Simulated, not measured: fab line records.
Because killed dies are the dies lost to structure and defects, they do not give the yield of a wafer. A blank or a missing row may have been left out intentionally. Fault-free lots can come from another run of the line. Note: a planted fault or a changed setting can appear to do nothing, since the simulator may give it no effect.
Comparing a struck lot with a sound one :: flow n5Finfet :: 20 steps out of a route of 1938
Sound: the wafers L838.3, L838.5, L838.6. Struck: wafers L846.3, L846.5, L846.6. The cause comes at the end.
Order at every step that has rows: each side's tool, ch and its chambers, its first start. Under that, the readings that differ: sound wafers :: struck wafers :: difference of the means :: sigmas: that difference in standard deviations of wafers without a fault.
alike: readings whose means differ by less than 2 such deviations, and words and numbers that are the same on both sides. not compared: withheld readings, readings that some wafer has no value for, bounds like >300 that may hide the same value, and numbers for which the record gives no deviation and whose values overlap.
The two part at a step that has a row with sigmas, a row that says differs or no value, or rows on one side only. When numbers do not overlap yet have no deviation, they are printed without sigmas and do not part them. A reading missing from all wafers of one side parts the sides only when that side holds two or more wafers.

first, 1 step without rows for these wafers: N5_WELL_APT_HARDBAKE_12 (time 120 s).
N5_WELL_APT_CD_MEAS_08: target cd 200 nm.
  sound on cdSem-01 ch 0, day 2 02:20; struck on cdSem-01 ch 0, day 4 01:49
  alike: cdNm
N5_WELL_APT_OVL_MEAS_09:
  sound on overlay-02 ch 0, day 2 02:22; struck on overlay-01 ch 0, day 4 01:50
  alike: NWELL_OVL
N5_WELL_APT_INSPECT_10: inspects for defects (macro).
  sound: defectInspect-02 at day 2 02:24; struck: defectInspect-02 at day 4 01:52
  alike: rawDefectCount
N5_WELL_APT_DESCUM_13: chemistry O2, time 7.9 s.
  sound on rieDiel-06 ch 0,1,2, day 2 02:26; struck on rieDiel-06 ch 0,1,2, day 4 01:54
  alike: biasPowerW, drypumpMotorCurrentA, oesProductAu, rfVppV, showerheadPlenumPTorr, throttleValvePct
  not compared: rfHoursCounterH
then, 7 steps without rows for these wafers: N5_WELL_APT_IMPLANT_14; N5_WELL_APT_IMPLANT_15; N5_WELL_APT_STRIP_16 (strips in SPM, time 900 s); N5_WELL_APT_HMDS_18 (time 60 s); N5_WELL_APT_COAT_19 (resist thk 950 nm); N5_WELL_APT_EBR_21; N5_WELL_APT_SOFTBAKE_20 (time 60 s).
N5_WELL_APT_EXPOSE_22: exposes mask PWELL, defocus 0 nm, target cd 200 nm.
  sound on krfScanner-01 ch 0, day 2 03:26; struck on krfScanner-02 ch 0, day 4 02:46
reading: model.WELL_APT.overlayXNm (nm)
sound: -0.1256 -0.1256 -0.1256
struck: 35.93 35.93 35.93
difference: +36.06
sigmas: 
  alike: mask, reticleTempC
then, 3 steps without rows for these wafers: N5_WELL_APT_PEB_23 (peb time 90 s); N5_WELL_APT_DEVELOP_24 (develop time 45 s); N5_WELL_APT_HARDBAKE_29 (time 120 s).
N5_WELL_APT_CD_MEAS_25: target cd 200 nm.
  sound on cdSem-01 ch 0, day 2 03:35; struck on cdSem-01 ch 0, day 4 02:56
  alike: cdNm
N5_WELL_APT_OVL_MEAS_26:
  sound on overlay-01 ch 0, day 2 03:37; struck on overlay-02 ch 0, day 4 02:58
reading: PWELL_OVL (nm)
sound: -4 0 -3
struck: 43 32 42
difference: +41
sigmas: +7
N5_WELL_APT_INSPECT_27: inspects for defects (macro).
  sound: defectInspect-02 at day 2 03:38; struck: defectInspect-01 at day 4 02:59
  alike: rawDefectCount
-- the record jumps here: 8 days lie between the struck wafers' starts before and after (it left off in module WELL_APT and takes up again in module BEOL_M4, whose first step shown is number 1111 of the route) --
N5_BEOL_M4_RC_MEAS_101:
  sound on prober-02 ch 0, day 11 02:54; struck on prober-01 ch 0, day 12 02:19
  alike: DIBL_N, DIBL_P, IOFF_N, IOFF_P, ION_N, ION_P, SS_N, SS_P, VT_N, VT_P

WHERE THEY PART
Only at N5_WELL_APT_OVL_MEAS_26, as far as this record shows. Later steps at which nothing parts them and some readings are alike: N5_WELL_APT_INSPECT_27, N5_BEOL_M4_RC_MEAS_101.

WHY: what the simulator had put in
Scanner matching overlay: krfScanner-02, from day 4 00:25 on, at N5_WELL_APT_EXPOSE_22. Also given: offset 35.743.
